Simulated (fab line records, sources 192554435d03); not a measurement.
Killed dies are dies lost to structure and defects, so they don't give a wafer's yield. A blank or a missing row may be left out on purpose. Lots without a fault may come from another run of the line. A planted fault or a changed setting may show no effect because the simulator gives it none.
Tool commonality check | flow n5_finfet | 8 lots, 24 wafers sampled

WHY IT WAS OPENED
At N5_STI_FIN_REVEAL_CD_MEAS_22 the reading cd_nm is flagged on 2 of 8 lots. Wafers without a fault read 6.28 nm, standard deviation 0.24.
Rule: a lot is flagged when every wafer of it that has a number lies more than 4 standard deviations from that mean, or none has a number. The other lots count as sound.

lot  | measured    | on        | cd_nm (nm), wafer by wafer | flag
L246 | day 2 18:34 | cd_sem-01 | 6.29 6.41 6.17             |
L252 | day 4 06:58 | cd_sem-01 | 6.51 6.42 6.36             |
L260 | day 6 09:27 | cd_sem-01 | 6.37 6.03 6.07             |
L261 | day 6 12:19 | cd_sem-01 | 8.31 8.47 8.10             | FLAGGED
L262 | day 6 18:41 | cd_sem-03 | 8.16 8.42 8.08             | FLAGGED
L263 | day 7 00:40 | cd_sem-02 | 6.73 6.30 6.57             |
L264 | day 7 07:50 | cd_sem-01 | 6.16 6.07 5.95             |
L267 | day 8 01:12 | cd_sem-02 | 6.44 6.27 6.52             |
The numbers of the flagged lots are 8.26 nm on average: +1.98 nm against the usual, or +8 standard deviations.

WHICH TOOL RAN EACH LOT
The record holds 4 process steps before the reading, out of a route of 1938 steps. In each cell: the tool, then ch and the chambers that the sampled wafers went through, then the start.
lot  | flag    | N5_FIN_CUT_PRECLEAN_35            | N5_FIN_CUT_CUT_ETCH_28          | N5_STI_FIN_REVEAL_RECESS_09       | N5_STI_FIN_REVEAL_ETCH_34
L246 |         | vapor_etch-01 ch 0,1, day 2 09:17 | rie_si-02 ch 0,1, day 2 09:25   | vapor_etch-01 ch 1, day 2 15:50   | rie_si-05 ch 1,2,3, day 2 17:56
L252 |         | vapor_etch-02 ch 0,1, day 3 21:19 | rie_si-03 ch 2,3, day 3 21:26   | vapor_etch-02 ch 1, day 4 03:46   | rie_si-04 ch 0,3, day 4 06:24
L260 |         | vapor_etch-02 ch 0,1, day 6 00:04 | rie_si-02 ch 0,1,3, day 6 00:11 | vapor_etch-02 ch 0,1, day 6 06:47 | rie_si-04 ch 0,1,2, day 6 08:52
L261 | FLAGGED | vapor_etch-01 ch 0,1, day 6 03:14 | rie_si-01 ch 1,3, day 6 03:22   | vapor_etch-02 ch 0,1, day 6 09:39 | rie_si-04 ch 0,1,2, day 6 11:44
L262 | FLAGGED | vapor_etch-01 ch 0,1, day 6 09:26 | rie_si-02 ch 1,2,3, day 6 09:35 | vapor_etch-02 ch 0,1, day 6 16:01 | rie_si-04 ch 1,2,3, day 6 18:07
L263 |         | vapor_etch-01 ch 0,1, day 6 15:24 | rie_si-01 ch 0,1,3, day 6 15:32 | vapor_etch-02 ch 0,1, day 6 21:56 | rie_si-04 ch 0,3, day 7 00:01
L264 |         | vapor_etch-01 ch 0,1, day 6 22:23 | rie_si-01 ch 0,1, day 6 22:31   | vapor_etch-02 ch 1, day 7 05:10   | rie_si-05 ch 0,2,3, day 7 07:16
L267 |         | vapor_etch-02 ch 0,1, day 7 16:05 | rie_si-01 ch 1,2,3, day 7 16:13 | vapor_etch-02 ch 0,1, day 7 22:25 | rie_si-04 ch 0,1,3, day 8 00:34
What these steps do:
- N5_FIN_CUT_PRECLEAN_35: cleans in vHF, time 13.3 s.
- N5_FIN_CUT_CUT_ETCH_28: etches Si in HBr/Cl2/O2, target depth 6 nm, time 2.4 s.
- N5_STI_FIN_REVEAL_RECESS_09: chemistry HF/NH3, target SiO2, afs cycles 11, target depth 42.5 nm, sublimation time 60 s.
- N5_STI_FIN_REVEAL_ETCH_34: etches Si in H2, material Si, target depth 0.97 nm.
- N5_STI_FIN_REVEAL_CD_MEAS_22: target cd 6.238 nm, pitch 28 nm.

FLAGGED OVER TOTAL, TOOL BY TOOL (the gauges that took the reading come last)
step                         | tool          | lots run | flagged | share of the flagged lots | sound lots run after its first flagged lot
N5_FIN_CUT_PRECLEAN_35       | vapor_etch-01 | 5        | 2       | all                       | 2 (L263,L264)
N5_FIN_CUT_PRECLEAN_35       | vapor_etch-02 | 3        | 0       | none                      | -
N5_FIN_CUT_CUT_ETCH_28       | rie_si-01     | 4        | 1       | some                      | 3 (L263,L264,L267)
N5_FIN_CUT_CUT_ETCH_28       | rie_si-02     | 3        | 1       | some                      | 0
N5_FIN_CUT_CUT_ETCH_28       | rie_si-03     | 1        | 0       | none                      | -
N5_STI_FIN_REVEAL_RECESS_09  | vapor_etch-01 | 1        | 0       | none                      | -
N5_STI_FIN_REVEAL_RECESS_09  | vapor_etch-02 | 7        | 2       | all                       | 3 (L263,L264,L267)
N5_STI_FIN_REVEAL_ETCH_34    | rie_si-04     | 6        | 2       | all                       | 2 (L263,L267)
N5_STI_FIN_REVEAL_ETCH_34    | rie_si-05     | 2        | 0       | none                      | -
N5_STI_FIN_REVEAL_CD_MEAS_22 | cd_sem-01     | 5        | 1       | some                      | 1 (L264)
N5_STI_FIN_REVEAL_CD_MEAS_22 | cd_sem-02     | 2        | 0       | none                      | -
N5_STI_FIN_REVEAL_CD_MEAS_22 | cd_sem-03     | 1        | 1       | some                      | 0

WHAT THE TABLE ALLOWS
3 rows of the table ran every flagged lot: vapor_etch-01 at N5_FIN_CUT_PRECLEAN_35, vapor_etch-02 at N5_STI_FIN_REVEAL_RECESS_09, rie_si-04 at N5_STI_FIN_REVEAL_ETCH_34.
- vapor_etch-01 at N5_FIN_CUT_PRECLEAN_35: 2 of its 5 lots flagged. Sound lots ran on it after the first flagged one (L263, L264), which a lasting fault on the whole tool wouldn't allow.
- vapor_etch-02 at N5_STI_FIN_REVEAL_RECESS_09: 2 of its 7 lots flagged. Sound lots ran on it after the first flagged one (L263, L264, L267), which a lasting fault on the whole tool wouldn't allow.
- rie_si-04 at N5_STI_FIN_REVEAL_ETCH_34: 2 of its 6 lots flagged. Sound lots ran on it after the first flagged one (L263, L267), which a lasting fault on the whole tool wouldn't allow. On the flagged lots its readings are blank where sound lots have values: chamber_pressure_mTorr, drypump_motor_current_A, he_flow_sccm, oes_product_au and 1 more.
No row of the table ran every flagged lot and no sound lot after the first.

WHAT THE SIMULATOR HAD PUT IN
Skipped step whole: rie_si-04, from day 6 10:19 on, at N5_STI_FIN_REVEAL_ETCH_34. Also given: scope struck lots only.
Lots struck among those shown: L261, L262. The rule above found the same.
